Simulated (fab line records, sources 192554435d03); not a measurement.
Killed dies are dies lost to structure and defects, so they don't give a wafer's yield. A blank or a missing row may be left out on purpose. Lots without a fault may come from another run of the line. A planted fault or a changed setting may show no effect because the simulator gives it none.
fab line records | flow n5_finfet
record lots=10 wafers=30 last_day=17
route steps=1938 shown GATE_CUT@487 BEOL_M4@1111 PASSIVATION@1936
lots that met no fault: from a run of the same line without faults
start_h: hours from the record's first day to the start of the lot's first wafer shown | wait_h: hours since the lot's step before | " the same as in the row above | L1.1+2: a row that stands for several wafers | - no value, or no start given | * or withheld: withheld | < > ~ a bound
route shown NAME@n: a module of which the file shows steps, and the number in the route of the first | usual: mean/standard deviation of fault-free wafers | same: alike in all rows | chamber/n: place in a boat | sites: the reading at each site | _std_site: their standard deviation | _edge_site: outer sites' mean less inner sites' | radius_mm: how far each site lies from the wafer's centre | mask NAME#n: copy n | behind: the tool/chamber that last shaped the wafer | hold: why the lot was held/for how many hours/how that ended | device: the transistor (n, p or np) that didn't switch | end of line: the same wafers' tests at the end of the route | a step without rows: its recipe alone | killed: dies lost to structure and defects at the first sort, not the wafer's yield | map: a wafer's dies, x killed, . not, _ none there
set.NAME: the setting as run; set.NAME@STEP: as run at that earlier step | model.NAME: the simulator's own value behind a step, which no gauge read
steps of the route over a sample of lots; a table a step, a row a wafer
services: from which hour (start_h, from the record's first day; less than 0 if before it) a tool's chamber was out of use, for how many hours, and why
## steps
# step N5_GATE_CUT_CD_MEAS_13
# recipe target_cd_nm=20 landing_energy_ev=500 detector=se_inlens
# usual cd_nm=19.97/0.25
# columns lot.wafer tool chamber start_h wait_h cd_nm
L722.2 cd_sem-03 0 95.80 - 20.05
L722.5 " 0 " " 19.88
L722.6 " 0 " " 20.01
L724.3 cd_sem-03 0 109.39 - 19.94
L724.4 " 0 " " 20.18
L724.6 " 0 " " 19.93
L726.2 cd_sem-03 0 120.68 - 19.70
L726.4 " 0 " " 19.84
L726.6 " 0 " " 19.68
L727.1 cd_sem-02 0 127.10 - 20.11
L727.4 " 0 " " 20.02
L727.6 " 0 " " 20.21
L728.2 cd_sem-03 0 130.99 - 20.03
L728.5 " 0 " " 19.84
L728.6 " 0 " " 19.70
L735.2 cd_sem-02 0 175.78 - 20.43
L735.4 " 0 " " 20.40
L735.5 " 0 " " 20.19
L736.2 cd_sem-01 0 178.50 - 20.30
L736.3 " 0 " " 20.50
L736.6 " 0 " " 20.16
L737.2 cd_sem-01 0 188.20 - 19.93
L737.3 " 0 " " 19.91
L737.6 " 0 " " 19.80
L741.1 cd_sem-02 0 211.45 - 20.19
L741.3 " 0 " " 20.25
L741.4 " 0 " " 19.92
L742.1 cd_sem-02 0 216.33 - 19.79
L742.3 " 0 " " 19.73
L742.4 " 0 " " 19.76
# step N5_GATE_CUT_STRIP_42
# recipe chemistry=O2 power_w=400 temp_c=40 pressure_mtorr=30 rf_frequency_hz=6e+07 bias_power_w=0 overash_fraction=0.3 o2_flow_sccm=225
# usual drypump_motor_current_A=5.4/0.49 oes_product_au=0.77/0.11 rf_vpp_V=3.6/0.5 showerhead_plenum_p_Torr=2.10/0.089 throttle_valve_pct=16.75/0.24
# columns lot.wafer tool chamber start_h wait_h drypump_motor_current_A oes_product_au rf_hours_counter_h rf_vpp_V showerhead_plenum_p_Torr throttle_valve_pct
L722.2 rie_diel-06 2 96.35 0.0 4.7 0.71 227 4.0 1.96 16.83
L722.5 " 2 " " 4.6 0.70 - 2.3 1.96 16.83
L722.6 " 3 " " 4.8 0.71 - 3.1 2.18 16.72
L724.3 rie_diel-02 3 109.77 0.0 5.8 0.72 226 3.2 2.16 17.01
L724.4 " 2 " " 5.5 0.72 189 3.0 2.18 16.91
L724.6 " 1 " " 6.0 0.69 - 4.1 2.01 16.65
L726.2 rie_diel-06 3 121.04 0.0 4.8 0.71 196 3.5 2.18 16.74
L726.4 " 0 " " 4.8 0.75 179 3.4 2.00 16.85
L726.6 " 2 " " 4.6 0.69 - 3.2 1.96 16.84
L727.1 rie_diel-06 0 127.47 0.0 4.8 0.75 181 3.9 2.00 16.85
L727.4 " 2 " " 4.7 0.69 240 3.3 1.96 16.86
L727.6 " 3 " " 4.8 0.71 - 3.4 2.17 16.75
L728.2 rie_diel-06 3 131.52 0.0 4.8 0.70 199 3.6 2.17 16.75
L728.5 " 1 " " 5.8 0.96 - 2.9 2.08 16.58
L728.6 " 0 " " 4.8 0.75 - 2.9 2.00 16.87
L735.2 rie_diel-02 1 176.15 0.0 6.0 0.68 233 3.7 2.00 16.69
L735.4 " 0 " " 5.8 0.97 9 2.8 2.23 16.38
L735.5 " 2 " " 5.5 0.70 - 4.0 2.18 16.96
L736.2 rie_diel-04 0 178.90 0.0 5.6 0.94 23 3.6 2.13 16.29
L736.3 " 3 " " 5.8 0.73 208 3.6 2.19 17.29
L736.6 " 0 " " 5.6 0.93 - 3.9 2.13 16.29
L737.2 rie_diel-06 1 188.72 0.0 5.8 0.91 22 4.0 2.08 16.62
L737.3 " 3 " " 4.8 0.69 216 3.5 2.17 16.76
L737.6 " 3 " " 4.8 0.70 - 3.9 2.17 16.76
L741.1 rie_diel-04 0 211.81 0.0 5.6 0.93 32 2.8 2.13 16.31
L741.3 " 2 " " 5.2 0.86 47 3.4 2.15 16.40
L741.4 " 3 " " 5.8 0.73 217 2.7 2.19 17.33
L742.1 rie_diel-02 3 216.76 0.0 5.9 0.98 4 4.2 2.15 16.57
L742.3 " 2 " " 5.5 0.69 225 3.5 2.17 17.01
L742.4 " 0 " " 5.9 0.92 26 4.0 2.23 16.43
# step N5_GATE_CUT_VAPOR_ETCH_49
# recipe chemistry=BCl3/Cl2 target=TiAlC mode=isotropic
# usual drypump_motor_current_A=6.1/0.43 oes_product_au=0.74/0.1
# columns lot.wafer tool chamber start_h wait_h drypump_motor_current_A oes_product_au
L722.2 rie_metal-03 1 96.71 0.0 6.5 0.89
L722.5 " 0 " " 5.4 0.75
L722.6 " 1 " " 6.5 0.89
L724.3 rie_metal-01 1 110.14 0.0 6.5 0.61
L724.4 " 0 " " 6.3 0.64
L724.6 " 0 " " 6.3 0.64
L726.2 rie_metal-01 1 121.40 0.0 6.5 0.61
L726.4 " 1 " " 6.6 0.61
L726.6 " 1 " " 6.6 0.61
L727.1 rie_metal-01 0 127.83 0.0 6.3 0.63
L727.4 " 0 " " 6.3 0.64
L727.6 " 0 " " 6.3 0.64
L728.2 rie_metal-03 1 131.87 0.0 6.5 0.86
L728.5 " 1 " " 6.4 0.86
L728.6 " 0 " " 5.4 0.74
L735.2 rie_metal-03 1 176.51 0.0 6.5 1.11
L735.4 " 0 " " 5.4 0.96
L735.5 " 0 " " 5.4 0.73
L736.2 rie_metal-03 1 179.25 0.0 6.5 1.12
L736.3 " 0 " " 5.4 0.74
L736.6 " 1 " " 6.4 1.12
L737.2 rie_metal-02 0 189.08 0.0 5.9 0.67
L737.3 " 1 " " 6.6 0.81
L737.6 " 1 " " 6.5 0.81
L741.1 rie_metal-02 0 212.17 0.0 5.9 0.66
L741.3 " 1 " " 6.6 0.82
L741.4 " 0 " " 5.9 0.67
L742.1 rie_metal-01 1 217.12 0.0 6.6 0.99
L742.3 " 1 " " 6.6 1.00
L742.4 " 0 " " 6.2 0.63
# step N5_GATE_CUT_CMP_23
# recipe stop_on=SiO2 t_overpolish_s=23.4 post_cmp_clean=alkaline_brush down_force_psi=2.5 platen_rpm=51.8 pad_velocity_m_s=1.0307 target_thk_nm=16
# usual head_pressure_psi=2.501/0.0054 motor_current_A=8.8/0.92 overpolish_run_s=23.400/0.0082 retaining_ring_pressure_frac=1.000/0.0053 slurry_filter_dp_kPa=13.50/0.13 time_to_endpoint_s=19.1/2.3
# columns lot.wafer tool chamber start_h wait_h head_pressure_psi motor_current_A overpolish_run_s retaining_ring_pressure_frac slurry_filter_dp_kPa time_to_endpoint_s
L722.2 cmp-04 3 98.68 0.9 2.492 8.9 23.404 0.998 13.65 19.9
L722.6 " 0 " " 2.496 8.0 23.391 1.008 13.63 21.8
L722.5 " 1 " " 2.503 9.0 23.414 0.994 13.29 22.4
L724.4 cmp-04 3 111.89 0.8 2.492 9.3 23.401 1.001 13.52 17.5
L724.3 " 0 " " 2.497 8.3 23.384 0.997 13.36 19.9
L724.6 " 2 " " 2.507 10.1 23.394 1.003 13.25 15.5
L726.4 cmp-04 3 123.12 0.8 2.498 9.1 23.394 1.008 13.53 22.7
L726.2 " 0 " " 2.504 8.0 23.416 1.003 13.32 24.4
L726.6 " 0 " " 2.496 8.5 23.397 0.993 13.59 23.4
L727.4 cmp-01 2 129.63 0.8 2.496 9.1 23.395 1.004 13.37 17.8
L727.1 " 3 " " 2.496 11.1 23.399 1.003 13.56 20.1
L727.6 " 1 " " 2.503 10.5 23.394 0.988 13.33 19.0
L728.2 cmp-01 2 133.68 0.8 2.508 8.5 23.409 0.989 13.70 16.6
L728.6 " 0 " " 2.506 8.1 23.401 1.007 13.54 18.2
L728.5 " 1 " " 2.511 9.9 23.377 1.005 13.17 20.6
L735.2 cmp-01 1 178.23 0.8 2.503 10.0 23.395 0.995 13.30 19.0
L735.4 " 0 " " 2.507 8.0 23.408 0.998 13.66 18.8
L735.5 " 2 " " 2.499 8.4 23.398 0.997 13.29 21.3
L736.2 cmp-01 0 181.16 0.8 2.499 8.2 23.391 0.992 13.58 19.1
L736.3 " 2 " " 2.504 8.5 23.413 1.000 13.50 20.6
L736.6 " 3 " " 2.509 11.1 23.402 0.998 13.39 19.2
L737.3 cmp-04 0 190.84 0.8 2.501 8.1 23.402 0.993 13.48 20.6
L737.2 " 2 " " 2.507 9.9 23.386 1.014 13.35 17.0
L737.6 " 3 " " 2.505 9.2 23.402 1.003 13.28 22.4
L741.1 cmp-04 3 214.01 0.8 2.497 8.6 23.403 1.003 13.30 20.9
L741.4 " 0 " " 2.506 8.1 23.392 0.998 13.59 24.2
L741.3 " 1 " " 2.492 8.4 23.404 1.004 13.43 22.1
L742.4 cmp-03 0 218.85 0.8 2.497 8.1 23.384 0.997 13.72 16.6
L742.3 " 1 " " 2.499 8.1 23.415 0.995 13.41 17.7
L742.1 " 2 " " 2.506 8.0 23.393 1.004 13.54 14.5
# step N5_BEOL_M4_RC_MEAS_101
# usual DIBL_N=36.9/1.6 DIBL_P=37.1/2 IOFF_N=0.17/0.032 IOFF_P=0.22/0.036 ION_N=674/12 ION_P=463/7.8 SS_N=71.7/0.63 SS_P=73.5/0.62 VT_N=249/3.3 VT_P=-250/3.5
# columns lot.wafer tool chamber start_h wait_h DIBL_N[mV/V] DIBL_P[mV/V] IOFF_N[nA/um] IOFF_P[nA/um] ION_N[uA/um] ION_P[uA/um] SS_N[mV/dec] SS_P[mV/dec] VT_N[mV] VT_P[mV]
L722.2 prober-01 0 185.03 0.2 37.0 37.2 0.15 0.19 652 448 70.9 74.1 251 -257
L722.5 " 0 " " 37.6 38.0 0.16 0.21 668 462 71.8 74.3 252 -253
L722.6 " 0 " " 38.1 38.1 0.16 0.20 663 453 71.5 73.8 252 -253
L724.3 prober-01 0 206.15 0.3 34.7 36.2 0.13 0.19 656 462 70.8 73.8 253 -251
L724.4 " 0 " " 38.3 39.0 0.18 0.22 672 457 72.0 74.0 249 -251
L724.6 " 0 " " 35.0 35.9 0.14 0.18 665 463 70.9 73.2 251 -252
L726.2 prober-01 0 209.52 0.2 34.4 35.1 0.13 0.20 658 452 70.9 72.9 252 -250
L726.4 " 0 " " 36.5 37.8 0.17 0.25 667 463 71.6 73.6 248 -246
L726.6 " 0 " " 37.6 37.8 0.18 0.25 674 464 72.0 73.8 247 -245
L727.1 prober-01 0 220.95 0.0 38.6 38.0 0.19 0.27 674 464 72.3 73.7 248 -247
L727.4 " 0 " " 37.5 36.6 0.17 0.22 670 459 71.8 74.0 249 -250
L727.6 " 0 " " 37.1 36.7 0.18 0.23 677 463 72.2 73.6 248 -246
L728.2 prober-01 0 236.71 0.2 35.6 37.6 0.16 0.21 676 466 71.0 73.9 250 -249
L728.5 " 0 " " 35.7 37.9 0.16 0.22 674 458 71.9 73.2 250 -252
L728.6 " 0 " " 34.7 36.8 0.14 0.20 659 459 71.3 72.9 254 -252
L735.2 prober-01 0 257.42 0.2 38.2 39.2 0.21 0.25 688 465 72.6 74.0 247 -244
L735.4 " 0 " " 37.9 39.5 0.21 0.25 679 465 72.9 73.4 246 -249
L735.5 " 0 " " 35.0 36.4 0.15 0.21 662 457 71.8 73.9 248 -252
L736.2 prober-01 0 275.53 0.2 36.4 39.1 0.17 0.25 680 473 72.1 74.0 253 -248
L736.3 " 0 " " 36.5 37.9 0.18 0.23 679 461 71.7 74.3 249 -249
L736.6 " 0 " " 36.6 37.2 0.16 0.21 676 460 71.1 74.2 254 -254
L737.2 prober-02 0 279.41 0.2 38.5 38.4 0.20 0.23 671 458 72.4 73.7 248 -248
L737.3 " 0 " " 36.6 36.3 0.16 0.20 654 453 72.5 73.3 250 -252
L737.6 " 0 " " 36.5 35.3 0.15 0.18 653 446 72.2 72.3 254 -254
L741.1 prober-01 0 300.02 0.0 36.6 38.6 0.18 0.22 679 459 72.4 73.8 250 -249
L741.3 " 0 " " 37.0 40.2 0.19 0.25 675 459 72.4 74.0 248 -252
L741.4 " 0 " " 37.5 40.7 0.20 0.27 683 468 72.8 74.1 246 -247
L742.1 prober-01 0 302.13 0.0 36.7 34.9 0.18 0.25 682 472 71.2 73.7 246 -246
L742.3 " 0 " " 35.1 32.2 0.14 0.20 667 464 71.7 72.9 253 -249
L742.4 " 0 " " 38.2 36.6 0.19 0.27 673 466 72.0 73.8 248 -245
# step N5_PASSIVATION_PROBE_49
# usual defect_limited_yield=90.9/1.6 killed_at_M0_to_M3=34/11 killed_at_M4_up=14/5.7 killed_at_contacts=13/6.5 killed_at_front_end=43/11 killed_at_other=4/3.1 killed_dies=107/19 killed_open=71/14 killed_short=35/7.9 sort_bin_5_function=5.3/1.1 sort_bin_6_memory=3.4/0.74 sort_n_pass=1073/19 sort_yield_pct=90.9/1.6
# same gross_dies=1180 killed_at_back_side=0 sort_bin_4_leakage[%]=0 sort_bin_8_speed[%]=0
# columns lot.wafer tool chamber start_h wait_h defect_limited_yield[%] killed_at_M0_to_M3 killed_at_M4_up killed_at_contacts killed_at_front_end killed_at_other killed_dies killed_open killed_short sort_bin_5_function[%] sort_bin_6_memory[%] sort_n_pass sort_yield_pct[%]
L736.2 prober-02 - 380.29 0.8 89.7 30 13 8 68 2 121 89 31 6.4 3.8 1059 89.7
L736.3 prober-02 - 380.34 0.9 88.8 31 18 9 64 10 132 81 49 6.4 4.4 1048 88.8
L736.6 prober-02 - 380.49 1.0 90.5 26 14 5 67 0 112 79 32 6.0 3.1 1068 90.5
# killed by level:class
L736.2 FIN_SAQP:geometric_particle:open=26 STI_FIN_REVEAL:geometric_particle:open=15 FIN_SAQP:geometric_particle:short=11 MOL_CONTACT_COAG:geometric_particle:open=8 BEOL_M0_SAQP:geometric_particle:short=8 BEOL_M0_SAQP:geometric_particle:open=7 BEOL_M2:geometric_particle:open=7 BEOL_M4:geometric_particle:open=5
L736.3 FIN_SAQP:geometric_particle:short=17 STI_FIN_REVEAL:geometric_particle:open=12 BEOL_M2:geometric_particle:open=11 BEOL_M0_SAQP:geometric_particle:open=10 FIN_SAQP:geometric_particle:open=8 BEOL_M4:geometric_particle:open=8 DUMMY_GATE:geometric_particle:open=7 MOL_CONTACT_COAG:geometric_particle:open=6
L736.6 STI_FIN_REVEAL:geometric_particle:open=19 FIN_SAQP:geometric_particle:short=11 BEOL_M2:geometric_particle:open=10 FIN_SAQP:geometric_particle:open=9 DUMMY_GATE:geometric_particle:open=8 BEOL_M0_SAQP:geometric_particle:open=7 BEOL_M0_SAQP:geometric_particle:short=6 STARTING-WAFER:geometric_particle:open=6
## services
# columns tool chamber start_h hours kind
rie_diel-02 - 73.53 0.7 repair
cmp-03 - 79.69 0.6 repair
rie_diel-06 2 81.75 4.3 repair
rie_metal-02 - 89.89 1.2 repair
cmp-01 - 90.49 1.9 repair
cmp-03 - 101.68 1.2 repair
rie_diel-06 1 102.57 - clean
rie_diel-06 1 102.57 - consumable_replace:focus_ring
rie_diel-06 1 102.57 14.9 scheduled_down
rie_diel-06 1 102.57 14.9 vent_cycle
rie_diel-04 0 102.72 19.0 repair
cmp-04 - 116.29 4.0 pm
cmp-04 - 120.29 - consumable_replace:conditioner
cmp-04 - 120.29 - consumable_replace:pad
rie_metal-02 0 122.24 33.3 repair
rie_metal-03 - 123.70 0.8 repair
cmp-03 - 129.47 6.0 repair
cmp-04 - 147.14 0.7 repair
cmp-04 - 175.23 1.2 repair
cmp-03 - 185.86 5.9 repair
rie_diel-04 - 189.90 2.8 pm
cmp-03 - 203.28 1.0 repair
cmp-03 - 208.51 0.7 repair
cmp-01 - 216.30 6.0 pm
## key
first_sign step=N5_GATE_CUT_VAPOR_ETCH_49 reading=oes_product_au direction=up sigmas=3.3 usual=0.74 struck=1.08
effect none on later readings
met_at N5_GATE_CUT_VAPOR_ETCH_49
struck_lots L735,L736
struck_wafers L735.2,L735.4,L736.2,L736.6
not_acting_at N5_GATE_CUT_CD_MEAS_13,N5_GATE_CUT_STRIP_42,N5_GATE_CUT_CMP_23
onset_between 131.87 176.51
fault kind=process_parameter_drift tool=rie_metal-03 chamber=- onset_h=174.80 steps=N5_GATE_CUT_VAPOR_ETCH_49 channel=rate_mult offset=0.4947 shape=step end_h=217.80 scope=struck_wafers_only
